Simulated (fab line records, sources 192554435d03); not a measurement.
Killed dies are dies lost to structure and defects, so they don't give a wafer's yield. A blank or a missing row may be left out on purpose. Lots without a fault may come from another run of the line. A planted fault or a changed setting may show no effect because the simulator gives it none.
fab line records | flow n5_finfet
record lots=9 wafers=26 last_day=16
route steps=1938 shown SDB@376 DUMMY_REMOVAL@377 HKMG_FIN@406 BEOL_M4@1111 PASSIVATION@1936
lots that met no fault: from a run of the same line without faults
start_h: hours from the record's first day to the start of the lot's first wafer shown | wait_h: hours since the lot's step before | " the same as in the row above | L1.1+2: a row that stands for several wafers | - no value, or no start given | * or withheld: withheld | < > ~ a bound
route shown NAME@n: a module of which the file shows steps, and the number in the route of the first | usual: mean/standard deviation of fault-free wafers | same: alike in all rows | chamber/n: place in a boat | sites: the reading at each site | _std_site: their standard deviation | _edge_site: outer sites' mean less inner sites' | radius_mm: how far each site lies from the wafer's centre | mask NAME#n: copy n | behind: the tool/chamber that last shaped the wafer | hold: why the lot was held/for how many hours/how that ended | device: the transistor (n, p or np) that didn't switch | end of line: the same wafers' tests at the end of the route | a step without rows: its recipe alone | killed: dies lost to structure and defects at the first sort, not the wafer's yield | map: a wafer's dies, x killed, . not, _ none there
set.NAME: the setting as run; set.NAME@STEP: as run at that earlier step | model.NAME: the simulator's own value behind a step, which no gauge read
steps of the route over a sample of lots; a table a step, a row a wafer
services: from which hour (start_h, from the record's first day; less than 0 if before it) a tool's chamber was out of use, for how many hours, and why
## steps
# step N5_SDB_INSPECT_36
# recipe inspect_instrument=darkfield mode=post_cmp
# usual raw_defect_count=43/26
# columns lot.wafer tool chamber start_h wait_h raw_defect_count
L422.2 defect_inspect-01 - 87.76 0.0 77
L422.4 " - " " 131
L422.5 " - " " 221
L423.2 defect_inspect-01 - 93.67 0.0 18
L423.5 " - " " 14
L423.6 " - " " 21
L424.2 defect_inspect-01 - 101.40 0.0 23
L424.4 " - " " 29
L424.6 " - " " 34
L425.4 defect_inspect-01 - 110.60 0.0 53
L425.5 " - " " 29
L429.3 defect_inspect-02 - 131.88 0.0 63
L429.4 " - " " 77
L429.6 " - " " 32
L436.1 defect_inspect-02 - 170.54 0.0 24
L436.2 " - " " 34
L436.6 " - " " 34
L437.4 defect_inspect-02 - 175.17 0.0 25
L437.5 " - " " 32
L437.6 " - " " 19
L438.1 defect_inspect-01 - 183.79 0.0 35
L438.5 " - " " 33
L438.6 " - " " 66
L439.3 defect_inspect-02 - 196.56 0.0 42
L439.4 " - " " 41
L439.6 " - " " 32
# step N5_DUMMY_REMOVAL_HM_STRIP_01
# recipe chemistry=CH3F/O2 material=SiNx target_depth_a=40 stop_on=poly-Si time_s=6.8 over_etch_frac=0.3 ion_energy_ev=60 power_w=410 bias_w=29 Ar_flow_sccm=150 CH3F_flow_sccm=30 O2_flow_sccm=20
# usual bias_w=29.00/0.082 drypump_motor_current_A=5.62/0.29 oes_product_au=0.63/0.063 rf_vpp_V=127.7/0.91 showerhead_plenum_p_Torr=2.03/0.046 throttle_valve_pct=16.33/0.19
# same over_etch_frac=0.3
# columns lot.wafer tool chamber start_h wait_h bias_w drypump_motor_current_A oes_product_au rf_hours_counter_h rf_vpp_V showerhead_plenum_p_Torr throttle_valve_pct
L422.2 rie_diel-01 3 87.83 0.1 28.94 5.77 0.63 165 128.0 2.08 16.08
L422.4 " 1 " " 28.90 5.93 0.59 200 128.5 2.06 16.61
L422.5 " 0 " " 29.03 6.10 0.55 - 128.7 2.04 16.58
L423.2 rie_diel-01 1 93.73 0.1 29.04 5.97 0.58 202 127.0 2.06 16.61
L423.5 " 0 " " 29.01 6.06 0.55 - 126.2 2.04 16.59
L423.6 " 1 " " 29.01 5.94 0.59 - 128.9 2.06 16.64
L424.2 rie_diel-06 1 101.59 0.2 28.97 5.29 0.55 245 128.7 2.07 16.50
L424.4 " 3 " " 29.07 5.30 0.71 46 126.8 1.95 16.21
L424.6 " 2 " " 29.04 5.55 0.60 - 127.2 2.00 16.46
L425.4 rie_diel-06 1 110.88 0.3 28.94 5.27 0.56 248 127.0 2.07 16.50
L425.5 " 3 " " 29.07 5.30 0.70 - 126.6 1.95 16.21
L429.3 rie_diel-05 2 131.96 0.1 29.08 5.56 0.71 38 127.5 2.04 16.22
L429.4 " 0 " " 29.14 6.05 0.62 153 129.0 2.10 16.25
L429.6 " 3 " " 28.83 5.54 0.58 - 128.3 1.98 16.57
L436.1 rie_diel-06 0 170.70 0.2 28.99 5.82 0.59 170 127.6 2.07 16.37
L436.2 " 3 " " 28.99 5.27 0.68 71 127.1 1.94 16.26
L436.6 " 2 " " 28.99 5.56 0.58 - 126.8 1.99 16.50
L437.4 rie_diel-06 0 175.22 0.0 29.04 5.84 0.60 172 127.5 2.07 16.37
L437.5 " 3 " " 29.03 5.28 0.68 - 126.4 1.94 16.26
L437.6 " 0 " " 28.97 5.84 0.60 - 128.0 2.07 16.37
L438.1 rie_diel-01 0 183.86 0.1 29.03 6.09 0.73 14 128.1 2.03 16.14
L438.5 " 0 " " 28.95 6.08 0.73 - 127.7 2.03 16.14
L438.6 " 3 " " 28.99 5.80 0.60 - 128.8 2.07 16.16
L439.3 rie_diel-05 0 196.60 0.0 28.95 5.97 0.60 171 128.2 2.10 16.29
L439.4 " 3 " " 29.01 5.55 0.57 221 126.4 1.97 16.59
L439.6 " 0 " " 29.08 6.02 0.60 - 128.9 2.10 16.30
# step N5_HKMG_FIN_ETCH_58
# recipe chemistry=N2/H2 target=SOC target_depth_a=2158 ion_energy_ev=50 bias_w=13 time_s=741 pressure_mtorr=30 source_w=875 n2_flow_sccm=200 h2_flow_sccm=200
# usual bias_w=13.01/0.041 drypump_motor_current_A=5.5/0.48 oes_product_au=0.81/0.11 rf_vpp_V=98.9/0.98 showerhead_plenum_p_Torr=2.53/0.092 throttle_valve_pct=17.8/0.31
# columns lot.wafer tool chamber start_h wait_h bias_w drypump_motor_current_A oes_product_au rf_hours_counter_h rf_vpp_V showerhead_plenum_p_Torr throttle_valve_pct
L422.2 rie_diel-03 1 89.72 0.0 13.06 5.3 0.87 46 97.8 2.47 17.4
L422.4 " 0 " " 12.98 6.1 0.98 2 99.2 2.50 17.9
L422.5 " 1 " " 13.04 5.3 0.86 - 99.5 2.47 17.4
L423.2 rie_diel-03 1 95.55 0.0 13.03 5.3 0.86 47 96.6 2.47 17.4
L423.5 " 3 " " 12.98 5.1 0.76 - 99.9 2.68 17.8
L423.6 " 0 " " 13.00 6.1 0.96 - 97.5 2.50 17.9
L424.2 rie_diel-03 3 104.02 0.0 13.05 5.2 0.77 117 97.6 2.68 17.8
L424.4 " 1 " " 13.02 5.3 1.24 50 98.3 2.47 17.4
L424.6 " 0 " " 12.97 6.1 0.95 - 99.7 2.50 17.9
L425.4 rie_diel-03 0 112.92 0.0 12.99 6.1 1.37 9 99.1 2.50 17.9
L425.5 " 0 " " 12.94 6.1 1.36 - 99.1 2.50 18.0
L429.3 rie_diel-03 2 134.04 0.0 13.00 5.9 0.73 203 97.8 2.52 17.9
L429.4 " 0 " " 12.97 6.1 1.33 - 99.2 2.49 17.9
L429.6 " 3 " " 12.99 5.2 0.76 - 100.0 2.67 17.9
L436.1 rie_diel-02 3 172.79 0.0 13.03 5.3 0.93 28 98.9 2.69 17.4
L436.2 " 0 " " 13.04 5.1 0.71 216 98.4 2.40 18.1
L436.6 " 3 " " 13.04 5.3 0.93 - 99.5 2.69 17.4
L437.4 rie_diel-02 0 177.43 0.2 12.98 5.1 0.70 - 99.0 2.40 18.2
L437.5 " 2 " " 13.02 5.2 0.84 - 98.7 2.49 17.7
L437.6 " 3 " " 12.96 5.3 0.93 - 99.8 2.69 17.4
L438.1 rie_diel-02 0 185.76 0.0 13.03 5.1 0.71 222 98.1 2.40 18.2
L438.5 " 0 " " 12.99 5.1 0.71 - 99.4 2.40 18.1
L438.6 " 1 " " 13.04 6.4 0.99 - 100.1 2.50 17.1
L439.3 rie_diel-02 1 198.79 0.0 13.08 6.4 0.97 5 98.7 2.49 17.1
L439.4 " 2 " " 12.99 5.1 0.83 68 98.6 2.49 17.8
L439.6 " 1 " " 13.01 6.4 0.96 - 98.3 2.49 17.2
# step N5_HKMG_FIN_STRIP_93
# recipe chemistry=N2/H2 material=SOC time_s=20 power_w=500 temp_c=40 pressure_mtorr=50 rf_frequency_hz=6e+07 bias_power_w=8 h2_frac=0.5 n2_flow_sccm=300 h2_flow_sccm=300
# usual drypump_motor_current_A=5.5/0.49 oes_product_au=0.81/0.11 rf_vpp_V=54.3/0.97 showerhead_plenum_p_Torr=3.34/0.12 throttle_valve_pct=18.9/0.43
# columns lot.wafer tool chamber start_h wait_h drypump_motor_current_A oes_product_au rf_hours_counter_h rf_vpp_V showerhead_plenum_p_Torr throttle_valve_pct
L422.2 rie_diel-03 1 90.15 0.2 5.3 0.85 46 53.3 3.27 18.4
L422.4 " 0 " " 6.1 0.96 3 53.9 3.31 19.1
L422.5 " 1 " " 5.3 0.86 - 55.2 3.27 18.4
L423.2 rie_diel-03 1 95.97 0.2 5.3 0.85 48 52.8 3.27 18.4
L423.5 " 3 " " 5.2 0.78 - 56.4 3.53 19.1
L423.6 " 0 " " 6.2 0.96 - 54.7 3.31 19.1
L424.2 rie_diel-03 3 104.44 0.2 5.2 0.76 117 56.4 3.53 19.1
L424.4 " 1 " " 5.3 0.86 50 54.1 3.27 18.4
L424.6 " 0 " " 6.1 0.95 - 54.0 3.30 19.1
L425.4 rie_diel-03 0 113.35 0.2 6.1 0.94 10 54.2 3.30 19.1
L425.5 " 0 " " 6.2 0.94 - 54.8 3.30 19.1
L429.3 rie_diel-03 2 134.46 0.2 5.9 0.70 203 55.2 3.33 19.4
L429.4 " 0 " " 6.1 0.91 - 55.5 3.30 19.2
L429.6 " 3 " " 5.2 0.76 - 55.5 3.52 19.1
L436.1 rie_diel-02 3 173.21 0.2 5.3 0.92 28 55.2 3.55 18.4
L436.2 " 0 " " 5.1 0.71 217 51.3 3.18 19.1
L436.6 " 3 " " 5.3 0.92 - 54.7 3.55 18.4
L437.4 rie_diel-02 0 177.67 0.0 5.1 0.70 - 55.7 3.18 19.1
L437.5 " 2 " " 5.1 0.85 - 52.3 3.29 19.0
L437.6 " 3 " " 5.3 0.91 - 55.8 3.54 18.4
L438.1 rie_diel-02 0 186.19 0.2 5.1 0.70 222 53.2 3.18 19.1
L438.5 " 0 " " 5.1 0.70 - 52.2 3.18 19.1
L438.6 " 1 " " 6.4 0.99 - 55.2 3.30 18.1
L439.3 rie_diel-02 1 199.21 0.2 6.4 0.96 6 55.0 3.30 18.1
L439.4 " 2 " " 5.2 0.84 68 52.8 3.29 19.0
L439.6 " 1 " " 6.4 0.96 - 53.0 3.30 18.1
# step N5_BEOL_M4_RC_MEAS_101
# usual DIBL_N=35.8/1.5 DIBL_P=35.9/1.8 IOFF_N=0.152/0.025 IOFF_P=0.21/0.031 ION_N=672/11 ION_P=462/7.4 SS_N=71.5/0.52 SS_P=73.2/0.54 VT_N=250/3 VT_P=-250/3.3
# columns lot.wafer tool chamber start_h wait_h DIBL_N[mV/V] DIBL_P[mV/V] IOFF_N[nA/um] IOFF_P[nA/um] ION_N[uA/um] ION_P[uA/um] SS_N[mV/dec] SS_P[mV/dec] VT_N[mV] VT_P[mV]
L422.2 prober-01 0 178.69 0.2 34.4 31.2 0.096 0.13 655 449 70.5 72.3 261 -260
L422.4 " 0 " " 37.0 34.5 0.137 0.18 672 458 71.1 73.2 253 -254
L422.5 " 0 " " 36.8 34.3 0.137 0.18 669 458 71.2 73.1 251 -255
L423.2 prober-01 0 199.76 0.2 33.9 34.8 0.122 0.16 670 457 70.9 72.9 250 -254
L423.5 " 0 " " 34.9 35.9 0.143 0.17 674 452 70.7 73.0 251 -252
L423.6 " 0 " " 34.1 35.4 0.125 0.16 665 459 71.5 72.6 251 -256
L424.2 prober-02 0 202.37 0.2 36.1 34.1 0.143 0.20 678 465 71.3 73.3 251 -249
L424.4 " 0 " " 36.7 34.2 0.153 0.20 659 449 71.6 73.1 249 -247
L424.6 " 0 " " 36.1 35.3 0.155 0.22 664 461 70.4 73.9 248 -247
L425.4 prober-02 0 218.85 0.5 35.8 37.5 0.147 0.18 686 457 71.4 72.8 250 -253
L425.5 " 0 " " 36.7 38.5 0.153 0.19 678 459 71.0 73.4 252 -252
L429.3 prober-01 0 239.52 0.3 37.8 35.5 0.148 0.21 669 458 71.3 73.0 250 -247
L429.4 " 0 " " 37.7 35.0 0.150 0.21 667 459 72.1 72.7 253 -249
L429.6 " 0 " " 37.9 34.9 0.149 0.20 662 451 72.2 73.3 255 -250
L437.4 prober-02 0 271.90 0.5 35.5 37.1 0.182 0.24 682 460 71.9 73.3 247 -247
L437.5 " 0 " " 34.3 37.2 0.175 0.24 694 471 71.1 72.5 245 -250
L437.6 " 0 " " 34.1 36.0 0.154 0.21 675 460 71.2 72.7 250 -248
L436.1 prober-01 0 284.90 0.0 34.6 35.8 0.160 0.20 672 456 71.6 73.2 247 -250
L436.2 " 0 " " 36.3 37.8 0.185 0.24 692 470 71.3 73.8 245 -250
L436.6 " 0 " " 35.0 36.7 0.175 0.22 701 472 71.0 73.5 246 -250
L438.1 prober-02 0 285.84 0.0 36.3 38.6 0.179 0.24 677 463 71.6 73.8 247 -249
L438.5 " 0 " " 36.0 39.4 0.177 0.26 689 477 71.5 73.7 248 -248
L438.6 " 0 " " 35.3 37.1 0.159 0.22 683 462 71.4 73.4 251 -249
L439.3 prober-01 0 289.49 0.3 34.0 34.4 0.141 0.21 664 463 72.0 73.1 252 -247
L439.4 " 0 " " 33.5 34.2 0.127 0.20 648 457 70.8 72.4 253 -247
L439.6 " 0 " " 34.8 36.0 0.159 0.24 689 473 71.4 73.4 249 -246
# step N5_PASSIVATION_PROBE_49
# usual defect_limited_yield=91.7/1.7 killed_at_M0_to_M3=34/10 killed_at_M4_up=13/5.1 killed_at_contacts=12/6.2 killed_at_front_end=36/12 killed_at_other=3.2/2.6 killed_dies=98/20 killed_on_rim=13/4.5 killed_open=65/13 killed_short=32/8.4 sort_bin_5_function=4.8/1.1 sort_bin_6_memory=3.2/0.74 sort_n_pass=1082/20 sort_yield_pct=91.7/1.7
# same gross_dies=1180 killed_at_back_side=0 sort_bin_4_leakage[%]=0 sort_bin_8_speed[%]=0
# columns lot.wafer tool chamber start_h wait_h defect_limited_yield[%] killed_at_M0_to_M3 killed_at_M4_up killed_at_contacts killed_at_front_end killed_at_other killed_dies killed_on_rim killed_open killed_short sort_bin_5_function[%] sort_bin_6_memory[%] sort_n_pass sort_yield_pct[%]
L422.2 prober-02 - 280.86 0.1 90.9 52 9 26 15 5 107 13 76 31 5.2 3.7 1073 90.9
L422.4 prober-02 - 280.96 0.2 92.9 26 17 12 23 6 84 10 54 29 4.0 2.8 1096 92.9
L422.5 prober-02 - 281.01 0.2 93.0 37 7 16 19 4 83 18 50 33 3.8 3.1 1097 93.0
L423.2 prober-02 - 307.41 0.1 89.7 48 17 10 43 3 121 10 81 39 5.8 4.2 1059 89.7
L423.5 prober-02 - 307.56 0.2 89.6 40 14 33 36 0 123 16 81 42 5.7 4.4 1057 89.6
L423.6 prober-02 - 307.61 0.3 91.9 26 6 15 45 4 96 11 61 35 4.0 3.8 1084 91.9
L424.2 prober-01 - 308.77 0.1 93.2 37 17 7 17 2 80 9 57 21 3.6 2.9 1100 93.2
L424.4 prober-01 - 308.87 0.2 91.6 43 17 9 30 0 99 9 69 29 5.8 2.4 1081 91.6
L424.6 prober-01 - 308.97 0.3 91.5 43 17 11 29 0 100 10 64 34 5.3 2.8 1080 91.5
L425.4 prober-02 - 327.29 0.2 90.3 44 7 3 58 3 115 14 72 43 4.9 4.4 1065 90.3
L425.5 prober-02 - 327.34 0.2 93.1 22 13 3 41 2 81 16 45 27 3.5 2.3 1099 93.1
L429.3 prober-02 - 345.24 0.1 90.7 36 12 20 38 4 110 17 78 23 5.3 3.1 1070 90.7
L429.4 prober-02 - 345.29 0.2 90.3 41 18 14 36 5 114 8 74 40 5.8 3.6 1066 90.3
L429.6 prober-02 - 345.39 0.3 88.6 49 14 30 37 4 134 16 90 44 6.9 4.1 1046 88.6
L436.1 prober-01 - 376.49 0.0 93.9 24 10 6 31 1 72 9 42 30 3.7 2.0 1108 93.9
L436.2 prober-01 - 376.54 0.1 92.1 30 13 12 33 5 93 9 67 24 4.7 2.9 1087 92.1
L436.6 prober-01 - 376.74 0.3 91.3 32 10 14 40 7 103 16 66 36 4.2 4.3 1077 91.3
L437.4 prober-02 - 376.64 0.2 88.6 50 10 20 50 4 134 19 92 36 6.9 3.7 1046 88.6
L437.5 prober-02 - 376.69 0.2 88.6 47 9 17 58 4 135 15 89 46 6.9 4.3 1045 88.6
L437.6 prober-02 - 376.74 0.3 88.9 65 9 6 45 6 131 17 89 40 7.3 3.5 1049 88.9
L438.1 prober-02 - 381.90 0.0 92.6 33 15 7 32 0 87 12 63 24 4.6 2.8 1093 92.6
L438.5 prober-02 - 382.10 0.2 92.0 31 16 6 40 1 94 11 59 34 4.8 2.7 1086 92.0
L438.6 prober-02 - 382.15 0.3 90.6 28 16 13 54 0 111 14 71 40 5.7 2.9 1069 90.6
L439.3 prober-02 - 392.07 0.1 93.1 22 12 11 35 2 82 8 57 23 4.6 2.2 1098 93.1
L439.4 prober-02 - 392.12 0.2 92.9 30 12 5 31 6 84 15 51 31 4.2 2.7 1096 92.9
L439.6 prober-02 - 392.22 0.3 89.2 41 22 18 39 8 128 13 74 51 5.7 4.1 1052 89.2
# killed by level:class
L422.2 MOL_CONTACT_COAG:geometric_particle:open=23 BEOL_M0_SAQP:geometric_particle:open=16 BEOL_M0_SAQP:geometric_particle:short=9 BEOL_M1:geometric_particle:open=8 BEOL_M3:geometric_particle:open=6 BEOL_M2:geometric_particle:open=5 STARTING-WAFER:geometric_particle:short=5 BEOL_M1:geometric_particle:short=4
L422.4 MOL_CONTACT_COAG:geometric_particle:open=10 DUMMY_GATE:geometric_particle:open=7 BEOL_M0_SAQP:geometric_particle:open=7 BEOL_M4:geometric_particle:open=6 FIN_SAQP:geometric_particle:short=5 BEOL_M0_SAQP:geometric_particle:short=5 BEOL_M5:geometric_particle:open=5 BEOL_M1:geometric_particle:open=4
L422.5 MOL_CONTACT_COAG:geometric_particle:open=12 BEOL_M0_SAQP:geometric_particle:short=10 BEOL_M0_SAQP:geometric_particle:open=10 FIN_SAQP:geometric_particle:short=6 BEOL_M2:geometric_particle:open=5 STI_FIN_REVEAL:geometric_particle:open=4 GATE_CUT:geometric_particle:short=4 MOL_CONTACT_COAG:geometric_particle:short=4
L423.2 STI_FIN_REVEAL:geometric_particle:open=20 BEOL_M0_SAQP:geometric_particle:short=14 MOL_CONTACT_COAG:geometric_particle:open=9 BEOL_M1:geometric_particle:short=9 BEOL_M0_SAQP:geometric_particle:open=7 BEOL_M3:geometric_particle:open=7 BEOL_M4:geometric_particle:open=6 DUMMY_GATE:geometric_particle:open=5
L423.5 MOL_CONTACT_COAG:geometric_particle:open=24 BEOL_M0_SAQP:geometric_particle:open=15 BEOL_M3:geometric_particle:open=10 MOL_CONTACT_COAG:geometric_particle:short=9 BEOL_M0_SAQP:geometric_particle:short=9 FIN_SAQP:geometric_particle:open=8 STI_FIN_REVEAL:geometric_particle:open=8 FIN_SAQP:geometric_particle:short=7
L423.6 MOL_CONTACT_COAG:geometric_particle:open=12 STI_FIN_REVEAL:geometric_particle:open=11 FIN_SAQP:geometric_particle:short=6 DUMMY_GATE:geometric_particle:open=5 BEOL_M0_SAQP:geometric_particle:open=5 BEOL_M2:geometric_particle:open=5 FIN_SAQP:geometric_particle:open=4 STI_FIN_REVEAL:geometric_particle:short=4
L424.2 BEOL_M2:geometric_particle:open=11 DUMMY_GATE:geometric_particle:open=7 MOL_CONTACT_COAG:geometric_particle:open=7 BEOL_M0_SAQP:geometric_particle:short=7 BEOL_M1:geometric_particle:open=6 BEOL_M0:geometric_particle:open=5 STI_FIN_REVEAL:geometric_particle:open=4 BEOL_M4:geometric_particle:open=4
L424.4 BEOL_M4:geometric_particle:open=10 BEOL_M0_SAQP:geometric_particle:open=8 MOL_CONTACT_COAG:geometric_particle:open=8 BEOL_M0_SAQP:geometric_particle:short=7 FIN_SAQP:geometric_particle:open=6 BEOL_M2:geometric_particle:open=6 BEOL_M3:geometric_particle:open=6 BEOL_M0:geometric_particle:open=5
L424.6 BEOL_M2:geometric_particle:open=15 MOL_CONTACT_COAG:geometric_particle:open=11 BEOL_M0_SAQP:geometric_particle:short=8 FIN_SAQP:geometric_particle:short=7 BEOL_M3:geometric_particle:open=7 GATE_CUT:geometric_particle:open=5 BEOL_M4:geometric_particle:short=5 BEOL_M0_SAQP:geometric_particle:open=4
L425.4 FIN_SAQP:geometric_particle:short=17 STI_FIN_REVEAL:geometric_particle:open=13 FIN_SAQP:geometric_particle:open=11 BEOL_M3:geometric_particle:open=11 BEOL_M0_SAQP:geometric_particle:short=10 BEOL_M2:geometric_particle:open=9 BEOL_M0_SAQP:geometric_particle:open=8 STI_FIN_REVEAL:geometric_particle:short=5
L425.5 FIN_SAQP:geometric_particle:open=10 HKMG_FIN:area_etch=9 FIN_SAQP:geometric_particle:short=8 BEOL_M3:geometric_particle:open=7 STI_FIN_REVEAL:geometric_particle:open=6 BEOL_M0_SAQP:geometric_particle:short=4 MOL_CONTACT_COAG:geometric_particle:open=3 BEOL_M0:geometric_particle:open=3
L429.3 MOL_CONTACT_COAG:geometric_particle:open=16 BEOL_M3:geometric_particle:open=15 HKMG_FIN:area_etch=8 STI_FIN_REVEAL:geometric_particle:open=6 GATE_CUT:geometric_particle:short=6 BEOL_M0_SAQP:geometric_particle:open=6 DUMMY_GATE:geometric_particle:open=5 BEOL_M0_SAQP:geometric_particle:short=5
L429.4 FIN_SAQP:geometric_particle:open=12 BEOL_M3:geometric_particle:open=10 BEOL_M0_SAQP:geometric_particle:short=9 MOL_CONTACT_COAG:geometric_particle:open=8 BEOL_M4:geometric_particle:open=8 FIN_SAQP:geometric_particle:short=7 BEOL_M2:geometric_particle:open=7 STI_FIN_REVEAL:geometric_particle:open=6
L429.6 MOL_CONTACT_COAG:geometric_particle:open=26 BEOL_M2:geometric_particle:open=12 FIN_SAQP:geometric_particle:short=11 BEOL_M0_SAQP:geometric_particle:open=9 STI_FIN_REVEAL:geometric_particle:open=7 BEOL_M0_SAQP:geometric_particle:short=7 BEOL_M3:geometric_particle:open=7 FIN_SAQP:geometric_particle:open=6
L436.1 FIN_SAQP:geometric_particle:short=7 GATE_CUT:geometric_particle:short=6 BEOL_M0_SAQP:geometric_particle:short=6 STI_FIN_REVEAL:geometric_particle:open=5 BEOL_M3:geometric_particle:open=5 MOL_CONTACT_COAG:geometric_particle:open=5 GATE_CUT:geometric_particle:open=4 BEOL_M0_SAQP:geometric_particle:open=4
L436.2 BEOL_M3:geometric_particle:open=14 MOL_CONTACT_COAG:geometric_particle:open=10 STI_FIN_REVEAL:geometric_particle:open=9 FIN_SAQP:geometric_particle:short=6 FIN_SAQP:geometric_particle:open=5 GATE_CUT:geometric_particle:open=4 BEOL_M1:geometric_particle:open=4 BEOL_M5:geometric_particle:open=4
L437.4 MOL_CONTACT_COAG:geometric_particle:open=19 FIN_SAQP:geometric_particle:open=16 BEOL_M1:geometric_particle:open=11 BEOL_M2:geometric_particle:open=11 FIN_SAQP:geometric_particle:short=9 BEOL_M0_SAQP:geometric_particle:short=8 BEOL_M0_SAQP:geometric_particle:open=8 BEOL_M1:geometric_particle:short=7
L437.5 FIN_SAQP:geometric_particle:open=17 BEOL_M0_SAQP:geometric_particle:open=15 FIN_SAQP:geometric_particle:short=11 MOL_CONTACT_COAG:geometric_particle:open=11 STI_FIN_REVEAL:geometric_particle:open=8 BEOL_M0_SAQP:geometric_particle:short=7 BEOL_M3:geometric_particle:open=7 MOL_CONTACT_COAG:geometric_particle:short=6
L436.6 BEOL_M2:geometric_particle:open=11 MOL_CONTACT_COAG:geometric_particle:open=10 STI_FIN_REVEAL:geometric_particle:open=9 GATE_CUT:geometric_particle:short=8 FIN_SAQP:geometric_particle:open=7 BEOL_M3:geometric_particle:open=6 BEOL_M1:geometric_particle:open=5 MOL_CONTACT_COAG:geometric_particle:short=4
L437.6 BEOL_M2:geometric_particle:open=15 BEOL_M0_SAQP:geometric_particle:short=12 BEOL_M3:geometric_particle:open=11 BEOL_M1:geometric_particle:open=10 GATE_CUT:geometric_particle:short=9 BEOL_M0_SAQP:geometric_particle:open=9 FIN_SAQP:geometric_particle:open=7 STI_FIN_REVEAL:geometric_particle:open=7
L438.1 BEOL_M2:geometric_particle:open=11 MOL_CONTACT_COAG:geometric_particle:open=7 BEOL_M0_SAQP:geometric_particle:open=7 BEOL_M1:geometric_particle:open=7 BEOL_M4:geometric_particle:open=7 FIN_SAQP:geometric_particle:open=5 FIN_SAQP:geometric_particle:short=4 STI_FIN_REVEAL:geometric_particle:open=4
L438.5 BEOL_M0_SAQP:geometric_particle:open=8 DUMMY_GATE:geometric_particle:open=7 FIN_SAQP:geometric_particle:short=6 BEOL_M0_SAQP:geometric_particle:short=6 BEOL_M2:geometric_particle:open=6 STI_FIN_REVEAL:geometric_particle:open=5 BEOL_M4:geometric_particle:open=5 STARTING-WAFER:geometric_particle:short=5
L438.6 FIN_SAQP:geometric_particle:open=15 STI_FIN_REVEAL:geometric_particle:open=9 MOL_CONTACT_COAG:geometric_particle:open=9 BEOL_M1:geometric_particle:open=8 FIN_SAQP:geometric_particle:short=7 BEOL_M4:geometric_particle:open=6 BEOL_M3:geometric_particle:open=5 DUMMY_GATE:geometric_particle:short=5
L439.3 MOL_CONTACT_COAG:geometric_particle:open=9 DUMMY_GATE:geometric_particle:open=7 BEOL_M0_SAQP:geometric_particle:open=7 STARTING-WAFER:geometric_particle:short=6 FIN_SAQP:geometric_particle:open=5 FIN_SAQP:geometric_particle:short=4 BEOL_M1:geometric_particle:open=4 BEOL_M3:geometric_particle:open=4
L439.4 STI_FIN_REVEAL:geometric_particle:open=8 FIN_SAQP:geometric_particle:open=6 BEOL_M0_SAQP:geometric_particle:open=6 BEOL_M0_SAQP:geometric_particle:short=5 BEOL_M1:geometric_particle:open=5 BEOL_M4:geometric_particle:short=4 BEOL_M4:geometric_particle:open=4 PASS1_CAP:geometric_particle:open=4
L439.6 MOL_CONTACT_COAG:geometric_particle:open=11 BEOL_M0_SAQP:geometric_particle:short=10 BEOL_M4:geometric_particle:open=10 MOL_CONTACT_COAG:geometric_particle:short=7 BEOL_M3:geometric_particle:open=7 BEOL_M4:geometric_particle:short=7 BEOL_M1:geometric_particle:open=6 BEOL_M2:geometric_particle:open=6
## services
# columns tool chamber start_h hours kind
rie_diel-03 0 64.62 - clean
rie_diel-03 0 64.62 - consumable_replace:focus_ring
rie_diel-03 0 64.62 19.5 scheduled_down
rie_diel-03 0 64.62 19.5 vent_cycle
rie_diel-05 1 73.51 5.2 repair
rie_diel-02 3 87.23 - clean
rie_diel-02 3 87.23 - consumable_replace:focus_ring
rie_diel-02 3 87.23 - consumable_replace:showerhead
rie_diel-02 3 87.23 14.4 scheduled_down
rie_diel-02 3 87.23 14.4 vent_cycle
rie_diel-03 1 129.58 13.2 repair
rie_diel-06 1 130.63 9.8 repair
rie_diel-06 1 140.64 - clean
rie_diel-06 1 140.64 - consumable_replace:focus_ring
rie_diel-06 1 140.64 25.2 scheduled_down
rie_diel-06 1 140.64 25.2 vent_cycle
rie_diel-06 2 149.71 12.8 repair
rie_diel-01 3 157.99 1.5 repair
rie_diel-02 1 166.72 - clean
rie_diel-02 1 166.72 - consumable_replace:focus_ring
rie_diel-02 1 166.72 15.5 scheduled_down
rie_diel-02 1 166.72 15.5 vent_cycle
rie_diel-06 1 177.25 22.2 repair
rie_diel-06 2 194.15 4.6 repair
## key
first_sign step=N5_HKMG_FIN_ETCH_58 reading=oes_product_au direction=up sigmas=4.8 usual=0.81 struck=1.32
effect none on later readings
met_at N5_HKMG_FIN_ETCH_58
struck_lots L424,L425,L429
struck_wafers L424.4,L425.4,L425.5,L429.4
not_acting_at N5_SDB_INSPECT_36,N5_DUMMY_REMOVAL_HM_STRIP_01,N5_HKMG_FIN_STRIP_93
onset_between 95.55 104.02
fault kind=process_parameter_drift tool=rie_diel-03 chamber=- onset_h=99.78 steps=N5_HKMG_FIN_ETCH_58 channel=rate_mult offset=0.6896 shape=step end_h=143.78 scope=struck_wafers_only
